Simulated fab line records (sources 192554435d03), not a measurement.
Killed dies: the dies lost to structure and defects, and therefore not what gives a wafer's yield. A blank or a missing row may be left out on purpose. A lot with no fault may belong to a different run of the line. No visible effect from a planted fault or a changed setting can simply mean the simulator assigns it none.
fab line records    flow n5-finfet    part 2 of 2: steps 5 to 6 of 6
record: lots: 22  wafers: 66  last-day: 17
route steps=1938 shown FIN_SAQP@125 FIN_CUT@163
lots with no fault: from the same line, run without faults
start-h: the number of hours between the record's first day and the start of the first shown wafer of the lot    wait-h: time in hours since the lot's previous step    " identical to the entry in the row above    L1.1+2: several wafers, shown together as one row    - either no value or no given start    * or withheld: withheld    < > ~ a bound
route shown NAME@n: a module of which the file shows steps, and the number in the route of the first    usual: mean/standard deviation of fault-free wafers    same: alike in all rows    chamber/n: place in a boat    sites: readings site by site    _std_site: standard deviation of those values    _edge_site: mean of outer sites minus mean of inner sites    radius-mm: how far each site lies from the wafer's centre    mask NAME#n: copy n    behind: the tool/chamber that last shaped the wafer    hold: reason for holding the lot/hours on hold/outcome of the hold    device: transistor that didn't switch, given as n, p or np    end of line: the same wafers' tests at the end of the route    step lacking rows: just its recipe    killed: the dies lost at the first sort to structure and to defects; this is not the yield of the wafer    map: shows each die of a wafer: x if killed, . if not, _ if none is there
set.NAME: setting as actually run; set.NAME@STEP: the setting as run at that earlier step    model.NAME: the simulator's own value behind a step, which no gauge read
the route's steps for a sample of lots (tables are steps, rows are wafers)
services: when a tool's chamber went out of use (start-h, in hours from the record's first day, below 0 if earlier), for how many hours, and the reason
== steps ==
step: N5_FIN_CUT_ETCH_30
recipe: chemistry: N2/H2  target: underlayer  target-depth-a: 130  mask-material: CAR-EUV  time-s: 10.4  ion-energy-ev: 200  pressure-mtorr: 30  source-w: 840  bias-w: 150  n2-flow-sccm: 200  h2-flow-sccm: 200  ends: cleared
usual: drypump-motor-current-A: 5.8/0.56  etch-rf-on-time-s: 10.32/0.14  oes-product-au: 0.69/0.081  rf-vpp-V: 525.5/2.6  showerhead-plenum-p-Torr: 2.60/0.092  throttle-valve-pct: 17.7/0.3
lot.wafer  tool         chamber  start-h  wait-h  drypump-motor-current-A  etch-rf-on-time-s  oes-product-au  rf-hours-counter-h  rf-vpp-V  showerhead-plenum-p-Torr  throttle-valve-pct
L074.1     rie-diel-03  1        27.13    0.0     5.9                      10.20              0.68            135                 526.8     2.65                      17.9
L074.4     "            0        "        "       5.2                      10.29              0.66            123                 526.6     2.66                      17.5
L074.5     "            0        "        "       5.3                      10.31              0.66            -                   528.0     2.66                      17.5
L075.3     rie-diel-01  0        34.44    0.0     6.7                      10.19              0.68            123                 525.8     2.66                      17.6
L075.4     "            3        "        "       5.8                      10.19              0.80            17                  522.5     2.50                      17.5
L075.6     "            0        "        "       6.7                      10.30              0.67            -                   527.0     2.66                      17.6
L076.3     rie-diel-03  1        40.23    0.0     5.9                      10.22              0.68            139                 526.9     2.65                      17.8
L076.4     "            2        "        "       6.0                      10.24              0.66            144                 527.8     2.66                      17.9
L076.6     "            3        "        "       5.8                      10.54              0.58            -                   525.0     2.62                      18.1
L077.4     rie-diel-06  0        46.88    0.0     5.0                      10.16              0.83            5                   528.6     2.70                      17.4
L077.5     "            2        "        "       6.4                      10.59              0.63            -                   521.3     2.43                      18.3
L077.6     "            3        "        "       6.2                      10.30              0.58            -                   525.2     2.61                      17.6
L078.2     rie-diel-01  2        50.25    0.0     5.4                      10.38              0.61            194                 526.2     2.63                      18.0
L078.4     "            0        "        "       6.7                      10.50              0.66            128                 526.0     2.65                      17.7
L078.5     "            3        "        "       5.8                      10.35              0.77            -                   522.7     2.49                      17.5
L079.2     rie-diel-03  2        56.47    0.0     6.0                      10.22              0.65            151                 527.0     2.65                      17.8
L079.3     "            3        "        "       5.7                      10.57              0.58            250                 525.3     2.62                      18.1
L079.5     "            1        "        "       5.9                      10.31              0.67            -                   526.3     2.65                      17.9
L080.1     rie-diel-06  0        63.36    0.0     5.0                      10.09              0.81            10                  528.5     2.70                      17.4
L080.4     "            2        "        "       6.4                      10.55              0.63            164                 520.9     2.43                      18.3
L080.6     "            2        "        "       6.4                      10.55              0.63            -                   520.7     2.43                      18.3
L081.1     rie-diel-06  2        69.64    0.0     6.4                      10.56              0.62            166                 519.3     2.43                      18.3
L081.3     "            3        "        "       6.2                      10.34              0.58            241                 525.0     2.61                      17.6
L081.6     "            3        "        "       6.2                      10.40              0.58            -                   526.8     2.61                      17.6
L082.2     rie-diel-03  2        75.87    0.0     6.0                      10.45              0.64            158                 526.2     2.65                      17.9
L082.3     "            1        "        "       5.9                      10.39              0.66            152                 528.5     2.65                      17.9
L082.5     "            2        "        "       6.0                      10.31              0.65            -                   527.0     2.65                      17.9
L083.1     rie-diel-06  2        80.92    0.0     6.4                      10.70              0.62            170                 521.5     2.43                      18.3
L083.4     "            2        "        "       6.4                      10.67              0.62            -                   520.2     2.43                      18.3
L083.5     "            0        "        "       5.0                      10.29              0.79            -                   528.6     2.70                      17.4
L084.2     rie-diel-01  0        89.62    0.0     6.6                      10.37              0.67            140                 526.7     2.65                      17.7
L084.4     "            1        "        "       5.0                      10.20              0.82            3                   527.2     2.72                      17.6
L084.6     "            1        "        "       5.0                      10.21              0.82            -                   529.5     2.72                      17.6
L085.2     rie-diel-01  3        94.45    0.0     5.7                      10.34              0.76            34                  520.8     2.49                      17.5
L085.3     "            2        "        "       5.4                      10.34              0.59            208                 523.4     2.63                      18.0
L085.4     "            1        "        "       5.0                      10.26              0.81            5                   527.4     2.72                      17.6
L086.1     rie-diel-01  1        101.74   0.0     5.0                      10.25              0.81            6                   527.7     2.72                      17.6
L086.3     "            0        "        "       6.7                      10.47              0.66            144                 527.8     2.65                      17.7
L086.5     "            0        "        "       6.7                      10.45              0.66            -                   527.0     2.65                      17.7
L087.2     rie-diel-01  2        106.28   0.0     5.4                      10.25              0.60            210                 525.6     2.63                      18.0
L087.4     "            3        "        "       5.7                      10.20              0.74            37                  522.8     2.49                      17.5
L087.5     "            3        "        "       5.7                      10.25              0.74            -                   524.3     2.49                      17.6
L089.3     rie-diel-01  0        117.22   0.0     6.7                      10.31              0.66            149                 527.0     2.64                      17.7
L089.4     "            3        "        "       5.7                      10.25              0.74            41                  522.9     2.49                      17.6
L089.5     "            0        "        "       6.7                      10.32              0.66            -                   524.4     2.64                      17.7
L090.3     rie-diel-06  3        123.14   0.0     6.2                      10.15              0.84            3                   527.2     2.61                      17.2
L090.4     "            0        "        "       5.0                      10.17              0.77            -                   527.8     2.69                      17.4
L090.5     "            3        "        "       6.2                      10.14              0.84            -                   526.2     2.61                      17.2
L092.2     rie-diel-01  0        135.39   0.0     6.6                      10.43              0.66            155                 526.8     2.64                      17.7
L092.4     "            1        "        "       5.0                      10.32              0.77            17                  527.4     2.72                      17.6
L092.5     "            2        "        "       5.4                      10.30              0.60            -                   525.7     2.62                      18.0
L093.1     rie-diel-03  0        142.12   0.0     5.2                      10.46              0.63            160                 525.4     2.64                      17.6
L093.4     "            1        "        "       5.9                      10.26              0.64            173                 527.5     2.64                      17.9
L093.5     "            0        "        "       5.3                      10.35              0.64            -                   525.6     2.64                      17.5
L094.1     rie-diel-06  1        147.31   0.0     5.9                      10.18              0.84            4                   525.8     2.59                      17.5
L094.2     "            2        "        "       6.4                      10.61              0.61            192                 521.8     2.42                      18.4
L094.3     "            0        "        "       5.0                      10.08              0.76            38                  527.7     2.69                      17.5
L095.2     rie-diel-01  1        153.39   0.0     5.0                      10.25              0.76            23                  528.2     2.71                      17.7
L095.4     "            1        "        "       5.0                      10.22              0.77            -                   527.4     2.71                      17.7
L095.6     "            0        "        "       6.7                      10.41              0.65            -                   528.3     2.64                      17.7
L096.3     rie-diel-01  0        159.01   0.0     6.7                      10.28              0.65            162                 526.5     2.64                      17.7
L096.4     "            3        "        "       5.7                      10.20              0.73            55                  521.6     2.48                      17.6
L096.5     "            2        "        "       5.4                      10.20              0.60            -                   526.1     2.62                      18.0
L097.4     rie-diel-06  1        166.40   0.0     5.9                      10.10              0.82            10                  525.6     2.59                      17.5
L097.5     "            3        "        "       6.2                      10.22              0.79            -                   527.1     2.60                      17.2
L097.6     "            2        "        "       6.4                      10.59              0.60            -                   521.4     2.42                      18.4
step: N5_FIN_CUT_ETCH_20
recipe: chemistry: CF4  target: SiARC  target-depth-a: 260  mask-material: CAR-EUV  time-s: 43.3  ion-energy-ev: 80  pressure-mtorr: 40  source-w: 545  bias-w: 36  Ar_flow_sccm: 100  cf4-flow-sccm: 100  ends: cleared
usual: drypump-motor-current-A: 5.8/0.56  etch-rf-on-time-s: 42.9/0.64  mfc-ar-sccm: 100.01/0.27  oes-product-au: 0.69/0.081  rf-vpp-V: 184.7/1.2  showerhead-plenum-p-Torr: 2.19/0.072  throttle-valve-pct: 15.53/0.28
lot.wafer  tool         chamber  start-h  wait-h  drypump-motor-current-A  etch-rf-on-time-s  mfc-ar-sccm  oes-product-au  rf-hours-counter-h  rf-vpp-V  showerhead-plenum-p-Torr  throttle-valve-pct
L074.1     rie-diel-03  1        27.15    0.0     5.9                      43.5               99.96        0.67            135                 186.0     2.24                      15.64
L074.4     "            0        "        "       5.3                      43.7               100.21       0.65            123                 185.8     2.23                      15.26
L074.5     "            0        "        "       5.3                      43.1               100.37       0.66            -                   185.6     2.23                      15.22
L075.3     rie-diel-01  0        34.46    0.0     6.6                      43.3               100.53       0.68            123                 185.8     2.24                      15.49
L075.4     "            3        "        "       5.8                      43.3               99.84        0.79            17                  183.0     2.10                      15.28
L075.6     "            0        "        "       6.6                      42.9               100.40       0.68            -                   186.8     2.24                      15.49
L076.3     rie-diel-03  1        40.25    0.0     5.9                      42.9               100.08       0.67            139                 185.0     2.23                      15.64
L076.4     "            2        "        "       6.0                      42.8               100.48       0.66            144                 186.1     2.23                      15.61
L076.6     "            3        "        "       5.7                      44.0               99.90        0.58            -                   183.6     2.19                      15.86
L077.4     rie-diel-06  0        46.90    0.0     5.0                      42.4               99.94        0.82            5                   185.5     2.27                      15.29
L077.5     "            2        "        "       6.4                      43.9               99.67        0.63            -                   182.3     2.06                      16.04
L077.6     "            3        "        "       6.1                      42.9               100.10       0.58            -                   184.3     2.20                      15.45
L078.2     rie-diel-01  2        50.27    0.0     5.4                      42.6               99.62        0.62            194                 185.5     2.21                      15.72
L078.4     "            0        "        "       6.7                      42.7               100.22       0.67            128                 186.4     2.24                      15.50
L078.5     "            3        "        "       5.7                      42.2               99.98        0.78            -                   182.7     2.10                      15.29
L079.2     rie-diel-03  2        56.49    0.0     6.0                      42.6               100.24       0.65            151                 184.8     2.23                      15.61
L079.3     "            3        "        "       5.7                      43.3               100.32       0.58            250                 184.9     2.19                      15.86
L079.5     "            1        "        "       5.9                      42.9               99.60        0.66            -                   186.6     2.23                      15.65
L080.1     rie-diel-06  0        63.37    0.0     5.0                      42.4               99.78        0.81            10                  186.6     2.27                      15.32
L080.4     "            2        "        "       6.4                      43.9               99.85        0.63            164                 183.2     2.06                      16.04
L080.6     "            2        "        "       6.4                      44.4               99.73        0.63            -                   182.5     2.06                      16.06
L081.1     rie-diel-06  2        69.66    0.0     6.4                      43.6               99.63        0.63            166                 183.5     2.06                      16.06
L081.3     "            3        "        "       6.2                      42.8               100.25       0.59            241                 183.7     2.19                      15.43
L081.6     "            3        "        "       6.2                      42.4               99.96        0.59            -                   185.6     2.19                      15.45
L082.2     rie-diel-03  2        75.89    0.0     6.0                      42.9               100.13       0.64            158                 185.3     2.22                      15.63
L082.3     "            1        "        "       5.9                      43.3               99.95        0.66            153                 183.8     2.23                      15.66
L082.5     "            2        "        "       6.0                      43.1               100.10       0.64            -                   186.4     2.22                      15.61
L083.1     rie-diel-06  2        80.94    0.0     6.4                      43.5               100.28       0.62            170                 183.8     2.05                      16.05
L083.4     "            2        "        "       6.4                      43.7               100.23       0.63            -                   183.9     2.05                      16.07
L083.5     "            0        "        "       5.0                      41.8               99.87        0.79            -                   186.1     2.27                      15.31
L084.2     rie-diel-01  0        89.64    0.0     6.7                      42.6               100.18       0.68            141                 185.8     2.23                      15.51
L084.4     "            1        "        "       4.9                      41.4               99.80        0.83            3                   186.1     2.28                      15.39
L084.6     "            1        "        "       5.0                      41.8               99.84        0.83            -                   186.1     2.28                      15.39
L085.2     rie-diel-01  3        94.47    0.0     5.7                      42.1               99.96        0.76            34                  183.7     2.10                      15.32
L085.3     "            2        "        "       5.4                      42.1               99.98        0.61            208                 185.5     2.21                      15.77
L085.4     "            1        "        "       5.0                      41.8               99.79        0.82            5                   186.1     2.28                      15.39
L086.1     rie-diel-01  1        101.76   0.0     5.0                      42.2               100.15       0.81            6                   187.1     2.28                      15.39
L086.3     "            0        "        "       6.7                      42.8               100.14       0.67            144                 184.9     2.23                      15.52
L086.5     "            0        "        "       6.7                      42.9               100.13       0.66            -                   185.3     2.23                      15.52
L087.2     rie-diel-01  2        106.30   0.0     5.4                      42.6               100.02       0.61            210                 184.3     2.21                      15.77
L087.4     "            3        "        "       5.7                      42.8               99.39        0.76            37                  183.7     2.10                      15.34
L087.5     "            3        "        "       5.7                      42.9               99.86        0.75            -                   183.7     2.10                      15.33
L089.3     rie-diel-01  0        117.24   0.0     6.6                      43.1               99.89        0.66            149                 184.6     2.23                      15.53
L089.4     "            3        "        "       5.7                      42.8               100.06       0.74            41                  184.3     2.09                      15.31
L089.5     "            0        "        "       6.7                      42.8               100.14       0.66            -                   185.0     2.23                      15.53
L090.3     rie-diel-06  3        123.16   0.0     6.2                      42.7               99.79        0.84            3                   184.5     2.19                      14.96
L090.4     "            0        "        "       5.0                      42.7               99.94        0.77            -                   184.2     2.27                      15.36
L090.5     "            3        "        "       6.2                      42.8               99.87        0.83            -                   184.0     2.19                      14.97
L092.2     rie-diel-01  0        135.41   0.0     6.6                      43.4               100.31       0.65            155                 184.0     2.23                      15.54
L092.4     "            1        "        "       5.0                      42.7               100.12       0.78            17                  185.4     2.27                      15.42
L092.5     "            2        "        "       5.4                      42.6               99.73        0.60            -                   185.1     2.21                      15.79
L093.1     rie-diel-03  0        142.14   0.0     5.3                      43.7               100.00       0.63            160                 186.7     2.22                      15.31
L093.4     "            1        "        "       5.9                      43.6               100.26       0.65            173                 183.1     2.22                      15.69
L093.5     "            0        "        "       5.3                      43.4               100.14       0.63            -                   183.9     2.22                      15.32
L094.1     rie-diel-06  1        147.33   0.0     5.9                      42.7               100.14       0.83            4                   184.4     2.19                      15.26
L094.2     "            2        "        "       6.4                      44.0               99.28        0.61            192                 183.7     2.05                      16.11
L094.3     "            0        "        "       5.0                      42.3               100.09       0.76            38                  184.9     2.26                      15.37
L095.2     rie-diel-01  1        153.41   0.0     5.0                      41.8               99.94        0.78            23                  186.4     2.27                      15.43
L095.4     "            1        "        "       5.0                      41.9               100.05       0.77            -                   185.4     2.27                      15.41
L095.6     "            0        "        "       6.7                      42.7               100.03       0.66            -                   186.3     2.22                      15.55
L096.3     rie-diel-01  0        159.03   0.0     6.7                      42.7               100.04       0.66            162                 185.4     2.22                      15.55
L096.4     "            3        "        "       5.8                      42.5               99.88        0.74            55                  184.0     2.09                      15.38
L096.5     "            2        "        "       5.4                      42.6               99.76        0.60            -                   183.8     2.20                      15.79
L097.4     rie-diel-06  1        166.42   0.0     5.9                      42.8               99.65        0.80            10                  185.8     2.19                      15.28
L097.5     "            3        "        "       6.2                      42.6               99.95        0.81            -                   185.6     2.19                      15.00
L097.6     "            2        "        "       6.4                      44.2               99.66        0.60            -                   182.2     2.05                      16.11
== services ==
tool           chamber  start-h  hours  kind
rie-diel-03    2        6.59     5.9    repair
ald-sin-01     3        9.79     24.8   repair
ald-sin-01     -        27.56    0.5    repair
vapor-etch-01  -        28.74    14.6   pm
ald-sin-02     -        40.35    0.2    repair
ald-sin-04     2        42.07    2.6    repair
ald-sin-02     -        43.75    2.8    pm
vapor-etch-02  -        55.98    2.8    pm
ald-sin-02     2        75.94    10.8   repair
rie-diel-01    3        77.93    7.1    repair
rie-diel-06    1        79.16    7.4    repair
ald-sin-01     -        85.25    14.0   pm
rie-diel-04    0        85.48    1.2    repair
vapor-etch-02  -        97.82    28.1   pm
rie-diel-03    3        110.81   7.3    repair
ald-sin-02     0        119.88   8.3    repair
rie-diel-04    2        121.14   23.0   repair
vapor-etch-02  0        135.02   2.4    repair
rie-diel-03    0        139.33   1.5    repair
rie-diel-04    0        140.08   11.9   repair
rie-diel-01    2        145.18   8.5    repair
rie-diel-02    2        148.16   3.1    repair
vapor-etch-02  -        160.94   15.6   pm
rie-diel-01    3        163.44   4.6    repair
